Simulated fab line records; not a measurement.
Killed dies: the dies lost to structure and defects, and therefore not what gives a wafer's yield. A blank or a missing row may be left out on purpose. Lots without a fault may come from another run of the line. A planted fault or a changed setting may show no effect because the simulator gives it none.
A lot that was struck, set against a sound lot	flow n5_finfet	17 out of 1938 route steps
Sound: the wafers L677.1, L677.3, L677.6. Wafers struck: L667.4, L667.5. At the end, the cause is stated.
Per side, at each step with rows, come the tool, then ch with its chambers, and then its first start. Under that, the readings that differ: sound wafers	struck wafers	difference of the means	sigmas: that difference in standard deviations of wafers without a fault.
alike: a reading whose means differ by less than 2 such deviations, as well as words and numbers matching on both sides. not compared: withheld readings; readings where some wafer has no value; bounds like >300 that might hide an equal value; numbers whose values overlap and for which the record gives no deviation.
Wherever a step has rows on one side only, a row that says differs or no value, or a row with sigmas, the two part there. Non-overlapping numbers with no deviation appear without sigmas and do not part them. A reading missing from all wafers of one side parts the sides only when that side holds two or more wafers.

first, 4 steps without rows for these wafers: N5_BEOL_M9_HM_STRIP_39 (strips TiN in peroxide tin strip, target depth 25 nm, time 158 s); N5_BEOL_M9_SRD_40 (time 30 s); N5_BEOL_M9_PRECLEAN_42 (cleans in residue remover, time 60 s); N5_BEOL_M9_SRD_43 (time 30 s).
N5_BEOL_M9_CD_MEAS_35: target cd 70 nm, target cd y 40 nm.
  sound on cd_sem-01 at day 14 05:51; struck on cd_sem-02 at day 11 17:07
  alike: cd_nm
N5_BEOL_M9_CURE_72: cures SiCOH lowk, time 120 s.
  sound on uv_cure-03 ch 2, day 14 06:05; struck on uv_cure-01 ch 1, day 11 17:18
  alike: lamp_power_pct, wafer_temp_C_max
N5_BEOL_M9_DEGAS_44: time 60 s.
  sound on pvd_sputter-01 at day 14 07:10; struck on pvd_sputter-01 at day 11 17:35
  alike: heater_power_w
N5_BEOL_M9_PRE_CLEAN_45: time 30 s.
  sound on pvd_sputter-01 at day 14 07:13; struck on pvd_sputter-01 at day 11 17:38
  alike: heater_power_w
then, 1 step without rows for these wafers: N5_BEOL_M9_ALD_74 (deposits TaN, target thk 2 nm, pulse time 2 s, purge time 3 s).
N5_BEOL_M9_SURFACE_TREAT_79:
  sound on pvd_sputter-02 at day 14 07:37; struck on pvd_sputter-03 at day 11 17:58
  not compared: throttle_valve_pct
then, 1 step without rows for these wafers: N5_BEOL_M9_CVD_78 (deposits Co from CCTBA/H2, target thk 2 nm, time 138.9 s).
N5_BEOL_M9_SPUTTER_48: material Cu, target thk 12 nm, time 2 s.
  sound on pvd_sputter-02 at day 14 07:50; struck on pvd_sputter-03 at day 11 18:08
  alike: chuck_gas_flow_sccm, throttle_valve_pct
N5_BEOL_M9_ECD_50: material Cu, target thk 318 nm.
  sound on ecd_cu-01 ch 0,1, day 14 07:57; struck on ecd_cu-02 ch 0, day 11 18:17
reading	sound	struck	difference	sigmas
model.Cu_of_BEOL_M9_ECD_50.thk_nm (nm)	319.6 320.8 320	441.4 445.8	+123.5	
then, 1 step without rows for these wafers: N5_BEOL_M9_ANNEAL_51 (time 90 s).
N5_BEOL_M9_CMP_52: polishes, stops on SiCOH lowk, t overpolish 7 s, target thk 140 nm.
  sound on cmp-04 ch 0,1, day 14 08:21; struck on cmp-03 ch 0, day 11 18:40
reading	sound	struck	difference	sigmas
time_to_endpoint_s (s)	62 62 59	89 87	+27	+8
  alike: motor_current_A
N5_BEOL_M9_THK_MEAS_53: measures by xrf.
  sound on film_metro-02 at day 14 08:39; struck on film_metro-02 at day 11 18:58
  alike: M9_THK
-- record jumps: 2 days separate the struck wafers' starts on either side; left off in module BEOL_M9, taken up again in module PASSIVATION, whose first shown step is the route's number 1936 --
N5_PASSIVATION_PROBE_49:
  the record has rows for the struck wafers here (prober-01, day 14 06:10) and none for the sound ones

## WHERE THEY PART
At N5_BEOL_M9_CMP_52 first; at N5_PASSIVATION_PROBE_49 last (within this record only).

WHY: whatever the simulator had introduced
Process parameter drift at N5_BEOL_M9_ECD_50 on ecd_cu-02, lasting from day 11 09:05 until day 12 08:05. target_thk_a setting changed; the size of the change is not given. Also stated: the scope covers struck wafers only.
